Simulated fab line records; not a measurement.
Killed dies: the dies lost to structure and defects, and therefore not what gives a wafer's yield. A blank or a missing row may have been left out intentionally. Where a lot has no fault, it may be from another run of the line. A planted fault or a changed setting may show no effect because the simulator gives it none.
fab line records	flow nand_harc
[record] lots = 13	wafers = 39	last_day = 34
route steps=1302 shown A_BONDPAD@1227 THIN_TSV@1261 END@1302
lots that met no fault: taken from a fault-free run of the same line
start_h: start of the lot's first displayed wafer, in hours after the record's first day	wait_h: how many hours have passed since the lot's step before this one	" identical to the entry in the row above	L1.1+2: a single row standing in for several wafers	- either no value or no given start	* or withheld: withheld	< > ~ a bound
route shown NAME@n: a module of which the file shows steps, and the number in the route of the first	usual: the fault-free wafers' mean and standard deviation	same: alike in all rows	chamber/n: place in a boat	sites: per-site readings	_std_site: the values' standard deviation	_edge_site: the outer-site mean with the inner-site mean subtracted	radius_mm: for every site, how far away it sits from the centre of the wafer	mask NAME#n: copy n	behind: the tool/chamber that last shaped the wafer	hold: why the lot went on hold/how many hours it stayed there/how the hold came to an end	device: the transistor (n, p or np) that didn't switch	end of line: the same wafers' tests at the end of the route	step lacking rows: just its recipe	killed: count of dies lost to structure and defects at first sort (not the wafer's yield)	map: a wafer's dies, marking killed ones x, the rest . and places with no die _
set.NAME: the setting that was run; set.NAME@STEP: the one run at that earlier step	model.NAME: the simulator's own value behind a step, which no gauge read
the route's steps for a sample of lots (tables are steps, rows are wafers)
services: when a tool's chamber went out of use (start_h, in hours from the record's first day, below 0 if earlier), for how many hours, and the reason
[[steps]]
[step NHARC_A_BONDPAD_PVD_17]
[recipe] target_thk_a = 50	bias_v = 168.6	power_w = 15000	chamber_pressure_pa = 0.12	time_s = 8.06	substrate_temp_c = 50	material = TaN
[usual] cathode_dc_power_W = 15000/2.8	throttle_valve_pct = 30.6/1.1
lot.wafer	tool	chamber	start_h	wait_h	cathode_dc_power_W	throttle_valve_pct
L569.2	pvd_sputter-02	-	-	-	15002	31.1
L569.6	"	-	"	"	14999	31.1
L569.5	"	-	"	"	14998	29.8
L570.2	pvd_sputter-03	-	-	-	14995	30.5
L570.6	"	-	"	"	15002	30.6
L570.5	"	-	"	"	15000	28.5
L572.1	pvd_sputter-03	-	-	-	15002	30.6
L572.3	"	-	"	"	15001	28.5
L572.5	"	-	"	"	15003	30.1
L573.3	pvd_sputter-01	-	-	-	14997	30.4
L573.2	"	-	"	"	15000	31.3
L573.4	"	-	"	"	14998	29.4
L575.3	pvd_sputter-02	-	-	-	15000	32.2
L575.6	"	-	"	"	14997	31.2
L575.5	"	-	"	"	15003	29.9
L574.4	pvd_sputter-02	-	-	-	14998	29.7
L574.2	"	-	"	"	15001	32.0
L574.3	"	-	"	"	15003	32.0
L578.3	pvd_sputter-01	-	-	-	15005	30.4
L578.2	"	-	"	"	15002	28.7
L578.6	"	-	"	"	15004	30.7
L580.1	pvd_sputter-02	-	-	-	15002	32.2
L580.3	"	-	"	"	14999	32.3
L580.6	"	-	"	"	15004	31.2
L581.4	pvd_sputter-01	-	-	-	14997	28.9
L581.2	"	-	"	"	14997	31.1
L581.5	"	-	"	"	15004	29.6
L583.1	pvd_sputter-01	-	-	-	15002	30.0
L583.5	"	-	"	"	14997	30.7
L583.6	"	-	"	"	15001	29.6
L585.1	pvd_sputter-01	-	-	-	15002	30.5
L585.4	"	-	"	"	15002	31.5
L585.6	"	-	"	"	15000	30.8
L584.1	pvd_sputter-03	-	-	-	15000	30.2
L584.4	"	-	"	"	14996	28.5
L584.5	"	-	"	"	15002	30.8
L592.3	pvd_sputter-01	-	-	-	14999	30.9
L592.2	"	-	"	"	15001	30.9
L592.5	"	-	"	"	14995	28.9
[step NHARC_THIN_TSV_DESCUM_14]
[recipe] time_s = 3	o2_flow_sccm = 200	ar_flow_sccm = 0	bias_power_w = 0	chemistry = O2
[usual] drypump_motor_current_A = 5.67/0.24	oes_product_au = 0.999/0.011	rf_vpp_V = 57.9/0.84	showerhead_plenum_p_Torr = 1.94/0.083	throttle_valve_pct = 11.312/0.0094
lot.wafer	tool	chamber	start_h	wait_h	drypump_motor_current_A	oes_product_au	rf_hours_counter_h	rf_vpp_V	showerhead_plenum_p_Torr	throttle_valve_pct
L569.2	rie_diel-06	1	537.57	-	5.83	0.998	2.5	57.8	2.04	11.299
L569.5	"	2	"	"	5.81	1.010	-	57.4	1.96	11.316
L569.6	"	1	"	"	5.81	0.996	-	59.3	2.04	11.343
L570.2	rie_diel-03	3	552.38	-	6.12	1.012	4.3	57.7	2.05	11.299
L570.6	"	0	"	"	5.67	0.990	-	58.5	1.84	11.312
L570.5	"	1	"	"	5.81	0.993	-	58.8	2.04	11.320
L572.3	rie_diel-01	0	577.30	-	5.82	1.014	1.0	58.5	2.03	11.296
L572.1	"	3	"	"	5.89	0.982	1.0	58.0	1.84	11.306
L572.5	"	1	"	"	5.22	0.984	-	57.0	1.88	11.318
L573.2	rie_diel-06	0	578.50	-	5.52	0.977	1.8	56.2	1.84	11.302
L573.3	"	3	"	"	5.40	1.013	1.6	58.5	1.88	11.310
L573.4	"	1	"	"	5.83	0.995	-	58.7	2.03	11.316
L575.3	rie_diel-01	1	612.35	-	5.23	0.996	3.7	57.9	1.87	11.298
L575.6	"	1	"	"	5.22	0.990	-	57.3	1.88	11.322
L575.5	"	2	"	"	5.46	0.995	-	56.7	1.93	11.325
L574.4	rie_diel-03	3	613.44	-	6.18	1.013	7.8	58.8	2.05	11.304
L574.3	"	0	"	"	5.65	0.990	7.5	57.7	1.84	11.322
L574.2	"	2	"	"	5.49	1.005	7.9	56.4	1.91	11.325
L578.3	rie_diel-01	0	635.67	-	5.80	0.999	5.3	59.0	2.02	11.309
L578.2	"	2	"	"	5.47	1.006	5.1	58.6	1.93	11.310
L578.6	"	1	"	"	5.22	0.986	-	57.1	1.87	11.322
L580.3	rie_diel-06	3	649.43	-	5.40	1.008	5.8	58.5	1.88	11.308
L580.1	"	0	"	"	5.50	0.995	6.2	57.3	1.84	11.303
L580.6	"	1	"	"	5.84	0.993	-	59.2	2.03	11.319
L581.2	rie_diel-03	2	663.85	-	5.47	1.017	1.3	58.3	1.91	11.330
L581.4	"	0	"	"	5.70	0.992	1.6	57.9	1.83	11.306
L581.5	"	2	"	"	5.46	1.020	-	58.0	1.91	11.297
L583.1	rie_diel-01	2	679.22	-	5.49	0.998	7.1	58.7	1.93	11.310
L583.6	"	3	"	"	5.89	0.983	-	57.4	1.84	11.323
L583.5	"	0	"	"	5.80	1.005	-	58.7	2.02	11.297
L585.4	rie_diel-03	0	694.45	-	5.63	0.993	3.5	56.4	1.83	11.306
L585.1	"	1	"	"	5.76	1.009	2.4	57.7	2.04	11.319
L585.6	"	1	"	"	5.76	1.006	-	57.4	2.04	11.311
L584.4	rie_diel-03	3	695.72	-	6.14	1.023	3.8	57.2	2.04	11.311
L584.1	"	2	"	"	5.49	1.014	2.8	57.6	1.91	11.302
L584.5	"	0	"	"	5.64	0.993	-	57.3	1.83	11.302
L592.2	rie_diel-06	1	798.12	-	5.82	0.987	5.2	58.0	2.03	11.308
L592.3	"	2	"	"	5.80	0.993	5.0	58.9	1.95	11.317
L592.5	"	1	"	"	5.82	0.989	-	57.2	2.03	11.318
[step NHARC_THIN_TSV_STRIP_62]
[recipe] power_w = 1500	temp_c = 250	time_s = 20	chemistry = N2/H2
[usual] drypump_motor_current_A = 6.1/0.6	heater_power_w = 356/36
lot.wafer	tool	chamber	start_h	wait_h	drypump_motor_current_A	heater_power_w	rf_hours_counter_h
L569.2	plasma_asher-02	0	540.80	0.6	5.1	354	26
L569.6	"	1	"	"	6.3	304	-
L569.5	"	0	"	"	5.1	352	-
L570.2	plasma_asher-02	1	555.01	0.4	6.3	300	28
L570.6	"	1	"	"	6.3	301	-
L570.5	"	0	"	"	5.1	352	-
L572.1	plasma_asher-01	1	579.98	-	6.4	392	10
L572.3	"	0	"	"	6.6	373	-
L572.5	"	1	"	"	6.4	398	-
L573.2	plasma_asher-02	1	581.33	-	6.3	290	33
L573.3	"	1	"	"	6.3	296	-
L573.4	"	0	"	"	5.1	352	-
L575.3	plasma_asher-02	0	614.87	-	5.1	362	-
L575.5	"	1	"	"	6.3	296	-
L575.6	"	0	"	"	5.1	366	-
L574.2	plasma_asher-01	1	615.87	-	6.4	397	17
L574.4	"	1	"	"	6.4	400	-
L574.3	"	0	"	"	6.7	378	-
L578.2	plasma_asher-01	1	638.25	-	6.4	399	22
L578.3	"	1	"	"	6.4	411	-
L578.6	"	0	"	"	6.7	374	-
L580.1	plasma_asher-02	0	652.42	-	5.1	359	10
L580.3	"	0	"	"	5.1	363	-
L580.6	"	1	"	"	6.3	306	-
L581.2	plasma_asher-02	1	666.30	-	6.3	302	12
L581.4	"	0	"	"	5.1	359	-
L581.5	"	0	"	"	5.1	359	-
L583.1	plasma_asher-02	1	681.71	-	6.2	305	17
L583.5	"	1	"	"	6.3	303	-
L583.6	"	0	"	"	5.1	372	-
L585.1	plasma_asher-02	0	696.99	-	5.1	368	20
L585.4	"	1	"	"	6.3	304	-
L585.6	"	1	"	"	6.3	301	-
L584.1	plasma_asher-02	0	698.16	-	5.1	359	20
L584.4	"	1	"	"	6.3	304	-
L584.5	"	0	"	"	5.1	363	-
L592.2	plasma_asher-01	1	800.58	-	6.5	394	20
L592.3	"	0	"	"	6.7	361	-
L592.5	"	0	"	"	6.7	357	-
[step NHARC_THIN_TSV_ECD_20]
[recipe] target_thk_a = 20000	material = Cu
lot.wafer	tool	chamber	start_h	wait_h
L569.2+6+5	ecd_cu-02	1,0,1	541.52	-
L570.2+6+5	ecd_cu-02	1,0,1	555.74	-
L572.1+3+5	ecd_cu-02	1	580.60	-
L573.2+3+4	ecd_cu-02	0,1,0	582.06	-
L575.3+6+5	ecd_cu-02	1,0,1	615.73	-
L574.2+4+3	ecd_cu-01	0,1,0	616.59	-
L578.2+3+6	ecd_cu-02	1,0,0	638.86	-
L580.1+3+6	ecd_cu-01	0,1,1	653.15	-
L581.2+4+5	ecd_cu-01	0,1,0	666.93	-
L583.1+6+5	ecd_cu-02	0,0,1	682.34	-
L585.1+4+6	ecd_cu-02	0,1,1	697.62	-
L584.1+4+5	ecd_cu-02	1,1,0	698.86	-
L592.2+3+5	ecd_cu-02	1	801.34	-
[step NHARC_END_SORT_01]
[recipe] temp_c = 25
[usual] defect_limited_yield = 90.6/2.9	killed_at_array = 59/20	killed_at_other = 0.8/1.2	killed_at_periphery = 3.5/2.2	killed_dies = 63/20	killed_open = 3.3/1.8	killed_short = 2.6/1.7
[same] gross_dies = 677
lot.wafer	tool	chamber	start_h	wait_h	defect_limited_yield[%]	killed_at_array	killed_at_other	killed_at_periphery	killed_dies	killed_open	killed_short
L584.1	prober-01	0	709.96	2.5	93.2	43	0	3	46	4	1
L584.4	prober-01	0	712.36	3.4	94.1	37	0	3	40	3	1
L584.5	prober-01	0	713.16	3.7	0	38	638	1	677	2	2
L585.1	prober-02	0	709.96	2.5	0	83	591	3	677	6	4
L585.4	prober-02	0	712.37	3.4	88.0	70	1	10	81	4	6
L585.6	prober-02	0	713.97	4.0	88.3	73	0	6	79	5	2
// killed by level:class
L584.1 A_CHANNEL_HOLE_D1:chamber_film_flake=26 A_CONTACT:chamber_film_flake=7 A_SLIT:chamber_film_flake=3 P_CONTACT:geometric_particle:open=1 P_M0:geometric_particle:open=1 A_ONON_D1:geometric_particle:short=1 A_CHANNEL_HOLE_D1:geometric_particle:open=1 A_BLC:geometric_particle:open=1
L585.1 THIN_TSV:area_ecd=591 A_SLIT:chamber_film_flake=26 A_CHANNEL_HOLE_D2:chamber_film_flake=14 A_CONTACT:chamber_film_flake=13 A_CHANNEL_HOLE_D1:chamber_film_flake=10 A_STAIRCASE:chamber_film_flake=9 A_M0:geometric_particle:open=3 A_ONON_D1:geometric_particle:short=1
L584.4 A_CHANNEL_HOLE_D1:chamber_film_flake=24 A_STAIRCASE:chamber_film_flake=3 A_CHANNEL_FILL_D2:chamber_film_flake=2 A_CONTACT:chamber_film_flake=2 A_ONON_D2:geometric_particle:short=1 A_ONON_D2:geometric_particle:open=1 A_CONTACT:geometric_particle:open=1 A_M0:geometric_particle:open=1
L585.4 A_SLIT:chamber_film_flake=27 A_CHANNEL_HOLE_D2:chamber_film_flake=22 P_M2:chamber_film_flake=7 A_CONTACT:chamber_film_flake=7 A_STAIRCASE:chamber_film_flake=4 A_SOURCE_PLATE:geometric_particle:short=2 A_CHANNEL_HOLE_D1:chamber_film_flake=2 P_CONTACT:geometric_particle:short=1
L584.5 THIN_TSV:area_ecd=638 A_CHANNEL_HOLE_D1:chamber_film_flake=23 A_STAIRCASE:chamber_film_flake=4 A_CONTACT:chamber_film_flake=3 A_SLIT:chamber_film_flake=2 A_WL_FILL:chamber_film_flake=2 P_M1:geometric_particle:open=1 A_ONON_D2:geometric_particle:short=1
L585.6 A_SLIT:chamber_film_flake=29 A_CHANNEL_HOLE_D2:chamber_film_flake=19 A_STAIRCASE:chamber_film_flake=7 A_CHANNEL_HOLE_D1:chamber_film_flake=5 A_CONTACT:chamber_film_flake=5 P_M2:chamber_film_flake=3 A_M0:geometric_particle:open=2 P_GATE:chamber_film_flake=2
[[services]]
tool	chamber	start_h	hours	kind
pvd_sputter-02	-	514.88	1.3	repair
plasma_asher-01	-	519.15	9.0	pm
plasma_asher-01	-	529.12	5.2	repair
rie_diel-06	3	529.79	30.2	repair
rie_diel-06	0	533.74	22.4	repair
rie_diel-06	1	547.11	2.3	repair
rie_diel-01	-	557.80	9.0	pm
pvd_sputter-01	-	565.91	27.1	repair
ecd_cu-02	-	570.11	1.8	repair
rie_diel-03	2	584.97	7.5	repair
pvd_sputter-01	-	593.01	10.0	pm
ecd_cu-02	-	596.51	8.0	pm
plasma_asher-02	-	603.00	9.0	pm
ecd_cu-02	-	624.80	0.4	repair
rie_diel-03	-	635.30	9.0	pm
rie_diel-03	1	664.96	4.9	repair
rie_diel-03	3	688.27	2.8	repair
ecd_cu-02	-	689.39	0.4	repair
ecd_cu-02	-	701.70	0.8	repair
rie_diel-03	3	704.20	15.2	repair
pvd_sputter-01	-	758.24	1.0	repair
pvd_sputter-01	-	771.07	10.0	pm
ecd_cu-02	-	772.51	8.0	pm
plasma_asher-02	-	780.05	9.0	pm
[[key]]
[first_sign] step = NHARC_END_SORT_01	reading = killed_at_other	direction = up	sigmas = 99+	usual = 0.8	struck = 614.5
[effect] step = NHARC_END_SORT_01	reading = defect_limited_yield	direction = down	sigmas = 31	usual = 90.6	struck = 0
[more_kills_born_at] NHARC_THIN_TSV_ECD_20@ecd_cu-02 = 1229
met_at NHARC_THIN_TSV_ECD_20
struck_lots L584,L585
struck_wafers L584.5,L585.1
later_rows_left_out L584.5,L585.1
not_acting_at NHARC_A_BONDPAD_PVD_17,NHARC_THIN_TSV_DESCUM_14,NHARC_THIN_TSV_STRIP_62
onset_between 682.34 697.62
[fault] kind = process_parameter_drift	tool = ecd_cu-02	chamber = 0	onset_h = 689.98	steps = NHARC_THIN_TSV_ECD_20	channel = target_thk_a	offset = *	shape = step	end_h = 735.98	acts_in = *	stated = *
// later_rows_left_out: the simulator's readings of these wafers behind a module that went badly wrong aren't trusted and aren't shown, but for the sort
